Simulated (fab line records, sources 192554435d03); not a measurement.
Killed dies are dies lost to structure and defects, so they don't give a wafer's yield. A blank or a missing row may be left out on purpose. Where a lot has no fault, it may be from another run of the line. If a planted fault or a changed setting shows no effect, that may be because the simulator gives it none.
Which tool is to blame? ; flow n5 finfet ; 11 lots, 32 wafers sampled, at 5 steps of a route of 1938

== WHAT THE GAUGES READ, wafer by wafer ==
The record lacks any reading of a measuring or inspecting step that a usual standard deviation could be used to judge.

== WHAT TOOL EACH LOT RAN ON (gives the tool, then ch and the chambers of the sampled wafers, and finally the start) ==
lot;N5_BEOL_M15_DEP_53;N5_MIM_TOP_ALD_02;N5_MIM_TOP_ETCH_PECVD_03;N5_PASSIVATION_PASS_ETCH_74;N5_PASSIVATION_PROBE_49
L142;pecvd-01 ch 1, day 11 18:59;ald hk-03 ch 0,1, day 11 22:34 or earlier;pecvd-01 ch 0, day 11 22:34;rie diel-05 ch 2,3, day 12 00:57;-
L143;pecvd-03 ch 0,1, day 11 22:22;ald hk-02 ch 0,1,2, day 12 01:35 or earlier;pecvd-03 ch 0,1, day 12 01:35;rie diel-05 ch 0,1,3, day 12 04:40;-
L145;pecvd-04 ch 0,2, day 12 13:20;ald hk-02 ch 0,3, day 12 18:55 or earlier;pecvd-02 ch 0,1,2, day 12 18:55;rie diel-01 ch 0,3, day 12 21:22;-
L147;pecvd-04 ch 1,2, day 13 01:23;ald hk-02 ch 0,1, day 13 05:33 or earlier;pecvd-03 ch 1,2, day 13 05:33;rie diel-02 ch 0,3, day 13 08:47;prober-01, day 13 15:22
L146;pecvd-01 ch 0,1,2, day 13 07:37;ald hk-01 ch 0,2,3, day 13 10:45 or earlier;pecvd-02 ch 1,2, day 13 10:45;rie diel-01 ch 1,2,3, day 13 14:55;-
L149;pecvd-01 ch 1,2, day 14 06:14;ald hk-03 ch 0,1, day 14 11:52 or earlier;pecvd-03 ch 0,2, day 14 11:52;rie diel-05 ch 0,1, day 14 16:19;-
L152;pecvd-04 ch 1,2, day 15 02:21;ald hk-02 ch 1,2,3, day 15 06:22 or earlier;pecvd-01 ch 0,1,2, day 15 06:22;rie diel-01 ch 0,1, day 15 11:08;-
L156;pecvd-04 ch 0,2, day 16 11:13;ald hk-03 ch 0,3, day 16 15:50 or earlier;pecvd-03 ch 1,2, day 16 15:50;rie diel-01 ch 1,2, day 16 18:56;-
L159;pecvd-01 ch 0,2, day 16 17:53;ald hk-03 ch 1,2, day 16 21:10 or earlier;pecvd-03 ch 0,1,2, day 16 21:10;rie diel-05 ch 0,1,3, day 17 01:08;-
L160;pecvd-04 ch 0,2, day 17 04:09;ald hk-03 ch 1,3, day 17 07:37 or earlier;pecvd-02 ch 0,2, day 17 07:37;rie diel-05 ch 0,2,3, day 17 13:03;-
L161;pecvd-04 ch 0,1, day 17 07:31;ald hk-03 ch 0,1,2, day 17 11:20 or earlier;pecvd-01 ch 0,2, day 17 11:20;rie diel-02 ch 0,2, day 17 14:10;-
- N5_BEOL_M15_DEP_53: deposits SiCN from 3MS/NH3, target thk 50 nm, time 17.8 s.
- N5_MIM_TOP_ALD_02: deposits Al2O3, purge time 3 s, co reactant pulse time 3 s.
- N5_MIM_TOP_ETCH_PECVD_03: deposits SiNx from SiH4/NH3/N2, target thk 20 nm, time 17.6 s.
- N5_PASSIVATION_PASS_ETCH_74: etches SiNx in CF4/O2, target depth 220 nm, time 110 s.
- N5_PASSIVATION_PROBE_49

== AS READ BY THE TOOLS THEMSELVES (means over the sampled wafers that have a number; for cases with no such wafer, the mark the record gives instead) ==
N5_BEOL_M15_DEP_53. Usual: showerhead plenum p Torr 4.153 Torr, standard deviation 0.017; throttle valve pct 18.1 %, standard deviation 0.96.
lot;tool;showerhead plenum p Torr (Torr);throttle valve pct (%);flag
L142;pecvd-01;4.149;18.1;
L143;pecvd-03;4.158;18.9;
L145;pecvd-04;4.142;16.9;
L147;pecvd-04;4.157;16.9;
L146;pecvd-01;4.149;18.7;
L149;pecvd-01;4.142;18.5;
L152;pecvd-04;4.157;16.9;
L156;pecvd-04;4.139;17.1;
L159;pecvd-01;4.155;19.1;
L160;pecvd-04;4.138;17.8;
L161;pecvd-04;4.161;18.4;

N5_MIM_TOP_ALD_02. Usual: precursor pulse height rel 1.002, standard deviation 0.019.
lot;tool;precursor pulse height rel;flag
L142;ald hk-03;0.982;
L143;ald hk-02;1.013;
L145;ald hk-02;1.011;
L147;ald hk-02;0.986;
L146;ald hk-01;1.008;
L149;ald hk-03;0.984;
L152;ald hk-02;0.987;
L156;ald hk-03;1.017;
L159;ald hk-03;1.011;
L160;ald hk-03;1.005;
L161;ald hk-03;0.996;

N5_MIM_TOP_ETCH_PECVD_03. Usual: heater power w 769 W, standard deviation 91; showerhead plenum p Torr 5.11 Torr, standard deviation 0.069; susceptor temp C 400.03 C, standard deviation 0.22; throttle valve pct 40.6 %, standard deviation 2.1.
lot;tool;heater power w (W);showerhead plenum p Torr (Torr);susceptor temp C (C);throttle valve pct (%);flag
L142;pecvd-01;737;5.13;399.87;43.0;
L143;pecvd-03;811;5.20;400.13;41.6;
L145;pecvd-02;788;5.07;400.26;40.5;
L147;pecvd-03;843;5.18;399.81;39.0;
L146;pecvd-02;717;5.02;399.84;40.6;
L149;pecvd-03;819;5.12;399.85;40.7;
L152;pecvd-01;652;5.10;399.97;41.2;
L156;pecvd-03;796;5.21;400.12;40.3;
L159;pecvd-03;804;5.16;400.03;40.4;
L160;pecvd-02;669;5.08;400.14;39.1;
L161;pecvd-01;694;5.10;399.97;41.5;

N5_PASSIVATION_PASS_ETCH_74. Usual: bias w 49.00 W (standard deviation 0.14); drypump motor current A 5.8 A (standard deviation 0.43); oes_o_777_au 0.76 a.u. (standard deviation 0.085); oes product au 0.76 a.u. (standard deviation 0.085); rf vpp V 242 V (standard deviation 5.1); showerhead plenum p Torr 2.20 Torr (standard deviation 0.08); throttle valve pct 16.08 % (standard deviation 0.23).
lot;tool;bias w (W);drypump motor current A (A);oes_o_777_au (a.u.);oes product au (a.u.);rf vpp V (V);showerhead plenum p Torr (Torr);throttle valve pct (%);flag
L142;rie diel-05;49.09;5.6;0.71;0.69;239;2.25;16.07;
L143;rie diel-05;49.09;5.7;0.74;0.73;247;2.22;16.18;
L145;rie diel-01;48.96;5.7;0.75;0.73;240;2.11;16.20;
L147;rie diel-02;49.05;5.8;0.70;0.69;240;2.13;16.11;
L146;rie diel-01;48.98;5.8;0.73;0.74;244;2.20;16.09;
L149;rie diel-05;49.17;5.8;0.75;0.76;249;2.23;16.20;
L152;rie diel-01;48.98;6.2;0.77;0.76;240;2.14;16.16;
L156;rie diel-01;49.01;6.3;0.75;0.87;244;2.23;16.09;
L159;rie diel-05;49.10;5.7;0.79;0.78;246;2.21;16.09;
L160;rie diel-05;48.88;5.7;0.86;0.84;242;2.26;15.80;
L161;rie diel-02;48.93;5.2;0.68;0.70;241;2.17;16.03;

N5_PASSIVATION_PROBE_49. Usual: defect limited yield 91.0 %, standard deviation 1.3; killed_at_M0_to_M3 36, standard deviation 9.5; killed_at_M4_up 14, standard deviation 5.6; killed at contacts 12, standard deviation 6.4; killed at front end 40, standard deviation 10; killed at other 3.2, standard deviation 3; killed dies 107, standard deviation 15; killed open 69, standard deviation 12; killed short 35, standard deviation 7.7; sort_bin_5_function 5.3 %, standard deviation 0.91; sort_bin_6_memory 3.3 %, standard deviation 0.65; sort_bin_8_speed 0.00 %, standard deviation 0.012; sort n pass 1073, standard deviation 15; sort yield pct 91.0 %, standard deviation 1.3.
lot;tool;defect limited yield (%);killed_at_M0_to_M3;killed_at_M4_up;killed at contacts;killed at front end;killed at other;killed dies;killed open;killed short;sort_bin_5_function (%);sort_bin_6_memory (%);sort_bin_8_speed (%);sort n pass;sort yield pct (%);flag
L147;prober-01;90.4;26;21;15;47;5.0;114;80;32;6.0;3.3;0.00;1066;90.4;

== THE ANSWER, worked out from the rows above alone ==
Rule: a lot counts as off when the mean over its wafers that have a number is more than 3 standard deviations away from the usual mean. A lot without any number at a reading at which 4 lots or more have one is off too. Where the step has rows for the other lots, those lots are counted as sound. Order of review: gauges by route order, followed by the tools' own readings, for which a lot's mean as printed above is used. The first step at which some lot is off is used, and at that step the reading that is off furthest; a lot without a number counts as furthest.
Nothing can be told from this: no lot is off at any reading shown.

== WHAT HAD BEEN PUT IN BY THE SIMULATOR ==
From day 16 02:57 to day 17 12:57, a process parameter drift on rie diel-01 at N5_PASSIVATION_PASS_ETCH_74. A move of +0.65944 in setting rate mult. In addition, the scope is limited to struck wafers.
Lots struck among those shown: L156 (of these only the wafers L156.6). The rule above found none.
